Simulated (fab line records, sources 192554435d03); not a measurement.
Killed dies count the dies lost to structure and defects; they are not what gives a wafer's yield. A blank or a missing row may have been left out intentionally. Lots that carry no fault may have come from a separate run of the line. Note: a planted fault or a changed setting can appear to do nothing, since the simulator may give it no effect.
A struck lot beside a sound one + flow n5Finfet + 15 steps out of a route of 1938
Sound: wafers L810.2, L810.4, L810.6. Struck: wafer L815.5 (left out: L815.2, L815.3 of the same lot, which were not struck); the cause appears at the end.
Order at every step that has rows: each side's tool, ch and its chambers, its first start. Under that, the readings that differ: sound wafers + struck wafers + difference of the means + sigmas: that difference in standard deviations of wafers without a fault.
alike: a reading whose means differ by less than 2 such deviations, as well as words and numbers matching on both sides. not compared: withheld readings; readings where some wafer has no value; bounds like >300 that might hide an equal value; numbers whose values overlap and for which the record gives no deviation.
The two part at a step that has a row with sigmas, a row that says differs or no value, or rows on one side only. Numbers that don't overlap but have no deviation are shown without sigmas and don't part them. A reading that every wafer of one side lacks parts them only if that side has two wafers or more.

first, 7 steps without rows for these wafers: N5_GATE_CUT_COAT_27 (time 60 s, resist thk 10 nm); N5_GATE_CUT_COAT_07 (resist thk 30 nm); N5_GATE_CUT_EBR_09; N5_GATE_CUT_SOFTBAKE_08 (time 60 s); N5_GATE_CUT_EXPOSE_10 (exposes mask GATE CUT, target cd 20 nm); N5_GATE_CUT_PEB_11 (peb time 60 s); N5_GATE_CUT_DEVELOP_12 (develop time 30 s).
N5_GATE_CUT_CD_MEAS_13 targets a cd of 20 nm.
  sound on cdSem-02 ch 0, day 5 00:58; struck on cdSem-02 ch 0, day 6 08:35
  alike: cdNm
N5_GATE_CUT_OVL_MEAS_14:
  sound on overlay-01 ch 0, day 5 01:00; struck on overlay-02 ch 0, day 6 08:37
  alike: GATE_CUT_OVL
N5_GATE_CUT_INSPECT_15: inspects for defects (brightfield).
  struck on defectInspect-01, day 6 08:40; sound on defectInspect-02, day 5 01:03
  alike: rawDefectCount
N5_GATE_CUT_DESCUM_18: chemistry O2, time 7 s.
  sound on rieDiel-05 ch 0,1,2, day 5 01:05; struck on rieDiel-05 ch 3, day 6 08:42
| reading         | sound             | struck | difference | sigmas |
|-----------------|-------------------|--------|------------|--------|
| rfFwdPowerW (W) | 49.06 49.23 49.31 | 49.73  | +0.53      | +3     |
  alike: drypumpMotorCurrentA, oesProductAu, rfVppV, showerheadPlenumPTorr, throttleValvePct
  not compared: rfHoursCounterH
N5_GATE_CUT_ETCH_28: etches underlayer in N2/H2, target depth 13 nm, time 10.4 s.
  sound on rieDiel-05 ch 0,1,2, day 5 01:07; struck on rieDiel-05 ch 3, day 6 08:44
  alike: drypumpMotorCurrentA, etchRfOnTimeS, oesProductAu, rfFwdPowerW, rfVppV, showerheadPlenumPTorr, throttleValvePct
  not compared: rfHoursCounterH
N5_GATE_CUT_ETCH_36: etches SiARC in CF4, target depth 13 nm, time 21.7 s.
  sound on rieDiel-05 ch 0,1,2, day 5 01:08; struck on rieDiel-05 ch 3, day 6 08:45
| reading           | sound          | struck | difference | sigmas |
|-------------------|----------------|--------|------------|--------|
| etchRfOnTimeS (s) | 22.8 21.5 21.9 | 26.2   | +4.1       | +7     |
  alike: drypumpMotorCurrentA, oesProductAu, rfFwdPowerW, rfVppV, showerheadPlenumPTorr, throttleValvePct
  not compared: rfHoursCounterH
N5_GATE_CUT_ETCH_37: etches SOC in N2/H2, target depth 60 nm, overetch 12 nm, time 90 s.
  sound on rieDiel-05 ch 0,1,2, day 5 01:10; struck on rieDiel-05 ch 3, day 6 08:47
  alike: drypumpMotorCurrentA, oesProductAu, rfFwdPowerW, rfVppV, showerheadPlenumPTorr, throttleValvePct
  not compared: rfHoursCounterH
-- a jump in the record: the struck wafers' starts before and after are 4 days apart (it breaks off in module GATE_CUT and resumes in module BEOL_M4, where the first step shown is number 1111 of the route) --
N5_BEOL_M4_RC_MEAS_101:
  sound on prober-02 ch 0, day 8 11:48; struck on prober-02 ch 0, day 9 21:36
| reading   | sound          | struck | difference | sigmas |
|-----------|----------------|--------|------------|--------|
| VT_P (mV) | -252 -248 -250 | -258   | -8         | -2     |
  alike: DIBL_N, DIBL_P, IOFF_N, IOFF_P, ION_N, ION_P, SS_N, SS_P, VT_N

## WHERE THEY PART
First at N5_GATE_CUT_DESCUM_18; last, within this record, at N5_BEOL_M4_RC_MEAS_101.

WHY: what the simulator had put in
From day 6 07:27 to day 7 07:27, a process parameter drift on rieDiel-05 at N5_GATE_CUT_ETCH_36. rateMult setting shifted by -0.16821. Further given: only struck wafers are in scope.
